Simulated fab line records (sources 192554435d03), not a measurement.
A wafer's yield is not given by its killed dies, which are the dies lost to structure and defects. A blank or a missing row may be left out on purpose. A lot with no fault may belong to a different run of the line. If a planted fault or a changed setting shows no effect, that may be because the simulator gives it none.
fab line records	flow n5Finfet
[record] lots = 12	wafers = 33	lastDay = 21
route steps=1938 shown BEOL_M7@1310 PASSIVATION@1936
lots that met no fault: taken from a fault-free run of the same line
startH: the number of hours between the record's first day and the start of the first shown wafer of the lot	waitH: hours from the lot's prior step to this one	" same as the row above	L1.1+2: a single row standing in for several wafers	- value missing, or start not given	* or withheld: withheld	< > ~ a bound
route shown NAME@n: a module of which the file shows steps, and the number in the route of the first	usual: the fault-free wafers' mean and standard deviation	same: alike in all rows	chamber/n: place in a boat	sites: the reading at each site	_std_site: how widely they spread, as a standard deviation	_edge_site: inner sites' mean taken away from outer sites' mean	radiusMm: how far each site lies from the wafer's centre	mask NAME#n: copy n	behind: the tool/chamber that last shaped the wafer	hold: what put the lot on hold/how long, in hours/how the hold closed	device: names the non-switching transistor (n, p or np)	end of line: at the end of the route, the tests of the same wafers	where a step has no rows: the recipe by itself	killed: the dies lost at the first sort to structure and to defects; this is not the yield of the wafer	map: per-die view of a wafer (x killed, . not killed, _ where there is no die)
set.NAME: the setting as run; set.NAME@STEP: as run at that earlier step	model.NAME: the simulator's own value behind a step, which no gauge read
a sample of lots followed through the steps of the route, with each step as a table and each wafer as a row
services: a tool's chamber out of use, with start hour (startH, from the record's first day; less than 0 if before it), hours out, and reason
[[steps]]
[step N5_BEOL_M7_STRIP_80]
[recipe] chemistry = N2/H2	timeS = 10	powerW = 450	tempC = 40	pressureMtorr = 20	rfFrequencyHz = 6e+07	biasPowerW = 7	n2FlowSccm = 200	h2FlowSccm = 200
[usual] drypumpMotorCurrentA = 5.7/0.36	oesProductAu = 0.81/0.085	rfVppV = 59.1/0.79	showerheadPlenumPTorr = 2.54/0.11	throttleValvePct = 23.6/0.38
lot.wafer	tool	chamber	startH	waitH	drypumpMotorCurrentA	oesProductAu	rfHoursCounterH	rfVppV	showerheadPlenumPTorr	throttleValvePct
L762.3	rieDiel-03	1	-	-	5.8	0.70	239	57.7	2.59	24.3
L762.4	"	2	"	"	6.3	0.83	79	58.9	2.70	23.8
L762.6	"	2	"	"	6.3	0.83	-	59.7	2.70	23.8
L768.2	rieDiel-03	3	-	-	5.2	0.85	61	59.8	2.70	23.8
L768.3	"	2	"	"	6.2	0.83	90	58.4	2.69	23.8
L768.5	"	3	"	"	5.2	0.86	-	59.3	2.70	23.8
L767.2	rieDiel-06	3	-	-	5.4	0.86	65	59.3	2.45	23.1
L767.3	"	1	"	"	5.5	1.03	2	60.3	2.59	22.9
L767.4	"	0	"	"	6.2	0.78	124	59.2	2.52	23.0
L771.2	rieDiel-03	1	-	-	5.8	1.01	2	58.9	2.58	23.9
L771.3	"	0	"	"	6.2	0.77	155	59.7	2.54	23.2
L771.4	"	3	"	"	5.2	0.85	69	58.7	2.69	23.8
L777.2	rieDiel-02	0	-	-	5.8	0.92	32	58.4	2.51	24.2
L777.6	"	3	"	"	5.9	0.71	-	59.7	2.61	23.7
L775.2	rieDiel-02	2	-	-	5.7	0.73	190	58.3	2.29	23.5
L775.3	"	1	"	"	5.4	0.73	175	58.6	2.44	23.6
L779.2	rieDiel-03	1	-	-	5.8	0.97	8	61.1	2.58	23.9
L779.4	"	2	"	"	6.3	0.82	110	60.0	2.68	23.8
L781.1	rieDiel-02	1	-	-	5.4	0.73	185	58.2	2.44	23.6
L781.5	"	1	"	"	5.4	0.73	-	58.8	2.44	23.6
L781.6	"	0	"	"	5.8	0.90	-	59.4	2.51	24.3
L782.2	rieDiel-02	2	-	-	5.7	0.72	198	57.9	2.29	23.5
L782.3	"	1	"	"	5.4	0.73	186	58.6	2.44	23.6
L782.4	"	0	"	"	5.7	0.90	43	58.6	2.50	24.2
L780.1	rieDiel-06	2	-	-	5.2	0.81	85	59.4	2.57	23.4
L780.4	"	1	"	"	5.6	0.96	26	58.2	2.58	23.0
L780.6	"	0	"	"	6.3	0.76	-	58.3	2.51	23.0
L785.1	rieDiel-03	2	-	-	6.2	0.80	126	59.8	2.68	23.8
L785.2	"	0	"	"	6.1	0.76	178	58.5	2.53	23.2
L785.4	"	1	"	"	5.8	0.93	23	60.0	2.57	24.0
L783.2	rieDiel-02	1	-	-	5.4	0.73	202	60.0	2.43	23.6
L783.3	"	2	"	"	5.6	0.71	213	59.3	2.28	23.5
L783.5	"	0	"	"	5.8	0.88	-	58.4	2.50	24.3
[step N5_BEOL_M7_PRE_CLEAN_45]
[recipe] gas = H2/He	timeS = 30	tempC = 250
[usual] heaterPowerW = 334/32
lot.wafer	tool	chamber	startH	waitH	heaterPowerW
L762.3	pvdSputter-01	-	262.53	0.0	320
L762.4	"	-	"	"	340
L762.6	"	-	"	"	341
L768.2	pvdSputter-03	-	292.81	0.0	294
L768.3	"	-	"	"	317
L768.5	"	-	"	"	300
L767.2	pvdSputter-03	-	303.98	0.0	301
L767.3	"	-	"	"	323
L767.4	"	-	"	"	297
L771.2	pvdSputter-01	-	312.30	0.0	344
L771.3	"	-	"	"	314
L771.4	"	-	"	"	345
L777.2	pvdSputter-01	-	347.11	0.0	320
L777.6	"	-	"	"	324
L775.2	pvdSputter-03	-	351.02	0.0	292
L775.3	"	-	"	"	331
L779.2	pvdSputter-02	-	351.81	0.0	408
L779.4	"	-	"	"	396
L781.1	pvdSputter-02	-	379.42	0.0	306
L781.5	"	-	"	"	311
L781.6	"	-	"	"	389
L782.2	pvdSputter-01	-	380.87	0.0	326
L782.3	"	-	"	"	332
L782.4	"	-	"	"	345
L780.1	pvdSputter-03	-	391.75	0.0	318
L780.4	"	-	"	"	308
L780.6	"	-	"	"	319
L785.1	pvdSputter-01	-	399.94	0.0	339
L785.2	"	-	"	"	315
L785.4	"	-	"	"	327
L783.2	pvdSputter-02	-	430.36	0.0	386
L783.3	"	-	"	"	316
L783.5	"	-	"	"	417
[step N5_BEOL_M7_SURFACE_TREAT_79]
[recipe] gas = Ar	timeS = *	ionEnergyEv = *	ionCurrentMaCm2 = 0.5	pressureMtorr = *	arFlowSccm = 30
[usual] throttleValvePct = *
lot.wafer	tool	chamber	startH	waitH	throttleValvePct
L762.3	pvdSputter-01	-	262.93	0.2	*
L762.4	"	-	"	"	*
L762.6	"	-	"	"	*
L768.2	pvdSputter-01	-	293.29	0.3	*
L768.3	"	-	"	"	*
L768.5	"	-	"	"	*
L767.2	pvdSputter-03	-	304.62	0.2	*
L767.3	"	-	"	"	*
L767.4	"	-	"	"	*
L771.2	pvdSputter-02	-	312.74	0.3	*
L771.3	"	-	"	"	*
L771.4	"	-	"	"	*
L777.2	pvdSputter-02	-	347.50	0.2	*
L777.6	"	-	"	"	*
L775.2	pvdSputter-02	-	351.61	0.4	*
L775.3	"	-	"	"	*
L779.2	pvdSputter-02	-	352.41	0.3	*
L779.4	"	-	"	"	*
L781.1	pvdSputter-01	-	380.45	0.6	*
L781.5	"	-	"	"	*
L781.6	"	-	"	"	*
L782.2	pvdSputter-03	-	381.26	0.2	*
L782.3	"	-	"	"	*
L782.4	"	-	"	"	*
L780.1	pvdSputter-03	-	392.33	0.4	*
L780.4	"	-	"	"	*
L780.6	"	-	"	"	*
L785.1	pvdSputter-02	-	401.67	1.5	*
L785.2	"	-	"	"	*
L785.4	"	-	"	"	*
L783.2	pvdSputter-02	-	430.74	0.2	*
L783.3	"	-	"	"	*
L783.5	"	-	"	"	*
[step N5_BEOL_M7_CMP_52]
[recipe] stopOn = SiCOH_lowk	tOverpolishS = 6.9	downForcePsi = 1	platenRpm = 50	clearingPlatenDownForcePsi = 1.5	clearingPlatenRpm = 50	postCmpClean = cuAlkaline	targetThkNm = 80	clearingPlatenPadVelocityMS = 0.99484	padVelocityMS = 0.99484
[usual] barrierFieldEndpointS = 29.2/1	motorCurrentA = 6.1/0.39	overpolishRunS = 6.901/0.0091	timeToEndpointS = 63/4.8
lot.wafer	tool	chamber	startH	waitH	barrierFieldEndpointS	motorCurrentA	overpolishRunS	timeToEndpointS
L762.4	cmp-04	3	263.70	0.2	28.6	6.3	6.894	64
L762.3	"	0	"	"	30.1	6.2	6.886	64
L762.6	"	2	"	"	30.5	5.6	6.905	65
L768.2	cmp-04	2	294.32	0.2	28.0	6.0	6.906	63
L768.3	"	1	"	"	28.3	6.4	6.898	56
L768.5	"	2	"	"	28.0	6.1	6.898	65
L767.4	cmp-02	3	305.71	0.2	27.9	6.3	6.894	58
L767.2	"	0	"	"	29.1	6.7	6.902	69
L767.3	"	1	"	"	29.8	6.9	6.895	66
L771.2	cmp-02	2	315.17	0.2	27.8	6.3	6.904	62
L771.3	"	0	"	"	29.2	6.4	6.897	66
L771.4	"	1	"	"	29.3	6.9	6.903	65
L777.2	cmp-02	3	348.55	0.3	16.0	6.3	6.907	32
L777.6	"	1	"	"	16.1	7.2	6.906	37
L775.2	cmp-02	3	352.37	0.2	15.9	6.2	6.895	33
L775.3	"	0	"	"	29.8	6.6	6.899	68
L779.4	cmp-02	0	353.30	0.2	31.0	6.4	6.882	67
L779.2	"	1	"	"	16.4	6.9	6.895	36
L781.1	cmp-03	1	381.50	0.3	29.7	5.7	6.911	63
L781.6	"	1	"	"	29.8	5.7	6.895	62
L781.5	"	2	"	"	30.4	5.2	6.907	66
L782.4	cmp-04	3	382.65	0.1	29.6	6.2	6.916	62
L782.2	"	1	"	"	27.1	6.1	6.894	53
L782.3	"	2	"	"	28.3	6.1	6.910	60
L780.4	cmp-04	1	393.51	0.1	27.4	6.2	6.892	54
L780.1	"	2	"	"	28.3	5.9	6.891	62
L780.6	"	1	"	"	27.8	6.3	6.904	53
L785.4	cmp-04	3	403.04	0.2	30.0	6.0	6.904	70
L785.1	"	0	"	"	28.3	6.6	6.911	67
L785.2	"	2	"	"	30.2	5.8	6.881	65
L783.2	cmp-04	2	431.58	0.3	29.4	5.9	6.905	63
L783.3	"	3	"	"	28.3	6.3	6.902	68
L783.5	"	1	"	"	27.6	6.2	6.888	55
[step N5_PASSIVATION_PROBE_49]
[usual] defectLimitedYield = 91.4/1.4	killed_at_M0_to_M3 = 34/9.1	killed_at_M4_up = 14/5.2	killedAtContacts = 12/6.4	killedAtFrontEnd = 38/11	killedAtOther = 3.7/2.8	killedDies = 102/17	killedOpen = 68/13	killedShort = 32/7.8	sort_bin_4_leakage = 0.05/0.3	sort_bin_5_function = 5.1/1	sort_bin_6_memory = 3.2/0.66	sortNPass = 1076/19	sortYieldPct = 91.2/1.6
[same] grossDies = 1180	killedAtBackSide = 0	sort_bin_8_speed[%] = 0
lot.wafer	tool	chamber	startH	waitH	defectLimitedYield[%]	killed_at_M0_to_M3	killed_at_M4_up	killedAtContacts	killedAtFrontEnd	killedAtOther	killedDies	killedOpen	killedShort	sort_bin_4_leakage[%]	sort_bin_5_function[%]	sort_bin_6_memory[%]	sortNPass	sortYieldPct[%]
L762.3	prober-01	-	337.17	0.1	91.1	46	10	9	38	2	105	73	31	0	6.0	2.7	1075	91.1
L762.4	prober-01	-	337.22	0.2	91.6	25	19	9	39	7	99	65	32	0	5.3	2.8	1081	91.6
L762.6	prober-01	-	337.32	0.3	92.5	37	12	12	26	2	89	65	24	0	4.6	2.8	1091	92.5
L768.2	prober-02	-	363.47	0.1	89.2	40	14	19	45	9	127	87	39	0	5.9	4.3	1053	89.2
L768.3	prober-02	-	363.52	0.1	91.5	31	8	19	39	3	100	71	29	0	5.3	2.7	1080	91.5
L768.5	prober-02	-	363.62	0.2	89.8	45	13	16	44	2	120	87	33	0	6.3	3.6	1060	89.8
// killed by level:class
L762.3 BEOL_M2:geometricParticle:open=13 DUMMY_GATE:geometricParticle:open=10 BEOL_M3:geometricParticle:open=9 BEOL_M0_SAQP:geometricParticle:short=9 BEOL_M0_SAQP:geometricParticle:open=8 MOL_CONTACT_COAG:geometricParticle:open=7 FIN_SAQP:geometricParticle:short=5 DUMMY_GATE:geometricParticle:short=4
L762.4 FIN_SAQP:geometricParticle:short=10 BEOL_M4:geometricParticle:open=9 DUMMY_GATE:geometricParticle:open=8 MOL_CONTACT_COAG:geometricParticle:open=7 BEOL_M0_SAQP:geometricParticle:open=7 FIN_SAQP:geometricParticle:open=6 BEOL_M2:geometricParticle:open=4 BEOL_M3:geometricParticle:open=4
L762.6 BEOL_M2:geometricParticle:open=15 MOL_CONTACT_COAG:geometricParticle:open=11 BEOL_M4:geometricParticle:open=7 BEOL_M0_SAQP:geometricParticle:short=5 BEOL_M3:geometricParticle:open=5 STARTING-WAFER:geometricParticle:short=5 DUMMY_GATE:geometricParticle:open=4 BEOL_M0_SAQP:geometricParticle:open=4
L768.2 MOL_CONTACT_COAG:geometricParticle:open=14 BEOL_M3:geometricParticle:open=13 DUMMY_GATE:geometricParticle:open=12 FIN_SAQP:geometricParticle:short=8 FIN_SAQP:geometricParticle:open=7 BEOL_M0_SAQP:geometricParticle:open=6 BEOL_M2:geometricParticle:open=6 BEOL_M0_SAQP:geometricParticle:short=5
L768.3 MOL_CONTACT_COAG:geometricParticle:open=16 FIN_SAQP:geometricParticle:short=10 BEOL_M2:geometricParticle:open=8 FIN_SAQP:geometricParticle:open=7 DUMMY_GATE:geometricParticle:open=6 BEOL_M0_SAQP:geometricParticle:open=6 BEOL_M1:geometricParticle:open=5 BEOL_M4:geometricParticle:open=4
L768.5 FIN_SAQP:geometricParticle:open=16 MOL_CONTACT_COAG:geometricParticle:open=11 BEOL_M2:geometricParticle:open=11 BEOL_M0:geometricParticle:open=10 DUMMY_GATE:geometricParticle:open=7 BEOL_M3:geometricParticle:open=7 BEOL_M0_SAQP:geometricParticle:open=6 BEOL_M0_SAQP:geometricParticle:short=6
[[services]]
tool	chamber	startH	hours	kind
cmp-04	-	239.49	3.6	repair
cmp-02	-	278.14	6.8	pm
cmp-03	-	278.64	4.0	pm
cmp-04	-	283.36	2.0	repair
rieDiel-03	1	291.62	-	clean
rieDiel-03	1	291.62	-	consumableReplace:focusRing
rieDiel-03	1	291.62	13.8	scheduledDown
cmp-04	-	309.70	0.3	repair
cmp-02	-	316.58	2.1	repair
rieDiel-03	1	329.37	6.6	repair
rieDiel-03	1	340.94	8.2	repair
rieDiel-03	0	353.27	4.3	repair
cmp-03	-	353.81	6.1	pm
rieDiel-02	0	384.42	8.9	repair
rieDiel-02	1	402.36	6.6	repair
rieDiel-02	2	408.53	8.2	repair
cmp-04	-	412.24	1.4	repair
rieDiel-06	-	416.45	15.6	pm
pvdSputter-03	-	423.06	8.9	repair
cmp-04	-	423.55	1.4	repair
rieDiel-03	1	423.86	10.7	repair
cmp-02	-	424.48	1.6	repair
cmp-03	-	427.87	0.4	repair
cmp-02	-	431.65	4.0	pm
[[key]]
[firstSign] step = N5_BEOL_M7_CMP_52	reading = barrierFieldEndpointS	direction = down	sigmas = 13	usual = 29.2	struck = 16.1
[effect] step = N5_BEOL_M7_CMP_52	reading = timeToEndpointS	direction = down	sigmas = 5.9	usual = *	struck = *
metAt N5_BEOL_M7_CMP_52
struckLots L775,L777,L779
struckWafers L775.2,L777.2,L777.6,L779.2
notActingAt N5_BEOL_M7_STRIP_80,N5_BEOL_M7_PRE_CLEAN_45,N5_BEOL_M7_SURFACE_TREAT_79
onsetBetween 315.17 348.55
[fault] kind = processParameterDrift	tool = cmp-02	chamber = -	onsetH = 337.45	steps = N5_BEOL_M7_CMP_52	channel = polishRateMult	offset = 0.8	shape = step	endH = 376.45	scope = struckWafersOnly
